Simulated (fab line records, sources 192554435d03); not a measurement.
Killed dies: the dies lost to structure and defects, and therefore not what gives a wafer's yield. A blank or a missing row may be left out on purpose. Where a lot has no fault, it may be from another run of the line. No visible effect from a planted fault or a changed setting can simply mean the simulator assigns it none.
What tool caused it? + flow n5 finfet + 29 wafers from 10 lots sampled at 5 of the route's 1938 steps

WHAT THE GAUGES SHOWED, per wafer
N5_BEOL_M4_RC_MEAS_101.
| lot  | measured     | on        | DIBL_N (mV/V)  |
|------|--------------|-----------|----------------|
| L140 | day 10 11:35 | prober-02 | 37.2 40.6 39.5 |
| L142 | day 10 20:36 | prober-02 | 34.7 36.8 32.4 |
| L144 | day 11 17:02 | prober-02 | 35.0 42.0 34.9 |
| L143 | day 11 21:37 | prober-01 | 39.1 37.9 34.6 |
| L145 | day 11 10:42 | prober-02 | 35.6 36.0 32.7 |
| L146 | day 11 12:14 | prober-01 | 36.6 36.9      |
| L147 | day 12 06:16 | prober-01 | 37.4 37.1 35.6 |
| L150 | day 13 00:13 | prober-01 | 38.7 38.1 36.4 |
| L154 | day 13 11:56 | prober-01 | 37.2 33.4 35.6 |
| L155 | day 14 11:39 | prober-01 | 36.8 39.7 41.3 |

TOOL THAT RAN EACH LOT (tool first, then ch and the chambers of the sampled wafers, then the start)
| lot  | N5_BEOL_M1_SPUTTER_94        | N5_BEOL_M1_PRE_CLEAN_60         | N5_BEOL_M2_COAT_05                | N5_BEOL_M2_ETCH_74                 |
|------|------------------------------|---------------------------------|-----------------------------------|------------------------------------|
| L140 | pvd sputter-02, day 7 04:17  | cvd co-01 ch 1,2, day 7 05:20   | litho track-03 ch 0, day 7 05:59  | rie diel-05 ch 1,2,3, day 7 06:26  |
| L142 | pvd sputter-03, day 7 11:38  | cvd co-02 ch 0,1,2, day 7 12:41 | litho track-05 ch 0, day 7 15:54  | rie diel-01 ch 0,1,3, day 7 16:25  |
| L144 | pvd sputter-02, day 8 12:55  | cvd co-01 ch 0,1, day 8 14:06   | litho track-04 ch 0, day 8 16:07  | rie diel-01 ch 0,1, day 8 16:56    |
| L143 | pvd sputter-03, day 8 18:29  | cvd co-01 ch 0,2, day 8 19:31   | litho track-03 ch 0, day 8 20:48  | rie diel-04 ch 0,2, day 8 21:21    |
| L145 | pvd sputter-02, day 8 18:34  | cvd co-01 ch 0,1,2, day 8 19:38 | litho track-04 ch 0, day 8 20:50  | rie diel-05 ch 1,2, day 8 21:35    |
| L146 | pvd sputter-02, day 8 20:27  | cvd co-02 ch 2, day 8 21:37     | litho track-03 ch 0, day 8 23:52  | rie diel-05 ch 1,2, day 9 00:25    |
| L147 | pvd sputter-03, day 9 02:17  | cvd co-01 ch 1,2, day 9 03:26   | litho track-03 ch 0, day 9 05:35  | rie diel-04 ch 0,3, day 9 06:01    |
| L150 | pvd sputter-02, day 9 19:49  | cvd co-01 ch 0,1,2, day 9 20:52 | litho track-03 ch 0, day 9 21:55  | rie diel-01 ch 1,2,3, day 9 22:22  |
| L154 | pvd sputter-03, day 11 04:55 | cvd co-02 ch 1,2, day 11 05:58  | litho track-03 ch 0, day 11 06:33 | rie diel-04 ch 0,2,3, day 11 06:58 |
| L155 | pvd sputter-02, day 11 13:23 | cvd co-01 ch 1,2, day 11 14:25  | litho track-03 ch 0, day 11 15:44 | rie diel-01 ch 1,2, day 11 16:20   |
- N5_BEOL_M1_SPUTTER_94: material Cu, target thk 4.5 nm, time 8.29 s.
- N5_BEOL_M1_PRE_CLEAN_60: time 15 s.
- N5_BEOL_M2_COAT_05: resist thk 30 nm.
- N5_BEOL_M2_ETCH_74: etches underlayer in N2/H2, target depth 6.5 nm, time 5.2 s.

THE ANSWER, worked out from the rows above alone
Rule: the usual values come from the lots themselves. The widest of any qualifying gaps counts: lots, ordered by their means at a reading, are off when they make up no more than a third of the lots, leave a main group of 4 or more, and stand apart from it by 3 or more times the standard deviation of that group's means. A main group whose means are all the same, to the digits that the tables above print for the reading, isn't used. Also off: a lot with no number at a reading for which 4 or more lots have one. The other lots that the step has rows for count as sound.
No lot is off on any of the readings shown, so nothing can be concluded from this.

WHAT WAS PUT IN BY THE SIMULATOR
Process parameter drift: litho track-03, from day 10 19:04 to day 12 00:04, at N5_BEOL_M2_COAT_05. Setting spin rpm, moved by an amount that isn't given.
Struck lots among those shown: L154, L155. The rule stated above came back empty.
